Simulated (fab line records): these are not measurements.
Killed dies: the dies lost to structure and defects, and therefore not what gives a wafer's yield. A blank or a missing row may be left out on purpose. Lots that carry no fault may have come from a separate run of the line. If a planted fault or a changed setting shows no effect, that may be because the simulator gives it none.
Chamber matching	flow n5 finfet	N5_BEOL_M6_ETCH_61 on rie diel-05 has 4 sister chambers
The step etches SiARC in CF4, target depth 45.5 nm, time 75.8 s. 7 wafers are shown with their chamber, then 7 later ones without.

## WAFERS WITH THEIR CHAMBER
wafer	chamber	throttle valve pct (%)	showerhead plenum p Torr (Torr)
L731.2	3	15.82	2.11
L732.1	2	15.04	2.18
L736.1	0	15.56	2.26
L736.4	1	15.49	2.23
L736.6	0	15.57	2.27
L737.1	1	15.49	2.23
L737.4	2	15.06	2.17

## WAFERS WHOSE CHAMBER IS MISSING
wafer	throttle valve pct (%)	showerhead plenum p Torr (Torr)
L737.5	15.57	2.26
L739.5	15.07	2.17
L738.1	15.49	2.22
L738.2	15.09	2.17
L749.2	15.13	2.16
L749.4	15.39	2.10
L749.5	15.62	2.25

## WHICH CHAMBER EACH WENT THROUGH
wafer	from the rows above	in truth
L737.5	0	0
L739.5	2	2
L738.1	1	1
L738.2	2	2
L749.2	2	2
L749.4	1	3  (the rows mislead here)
L749.5	0	0
Correct placement for 6 of the 7. Can't be placed from these rows: 0. Wrongly placed: 1.
How it was worked out, from the rows above alone: a wafer's distance from a chamber is the root of the sum, over the readings, of the square of ((its reading less the chamber's mean) divided by the reading's scatter). The wafer belongs to the nearest chamber; if the next one is less than 2 further off, it can't be placed. Each chamber's mean is taken over the wafers shown for it. How the scatter is found: for the shown wafers, subtract from each reading the mean of its chamber, square and add these, divide the total by (wafers less chambers), then take the root.
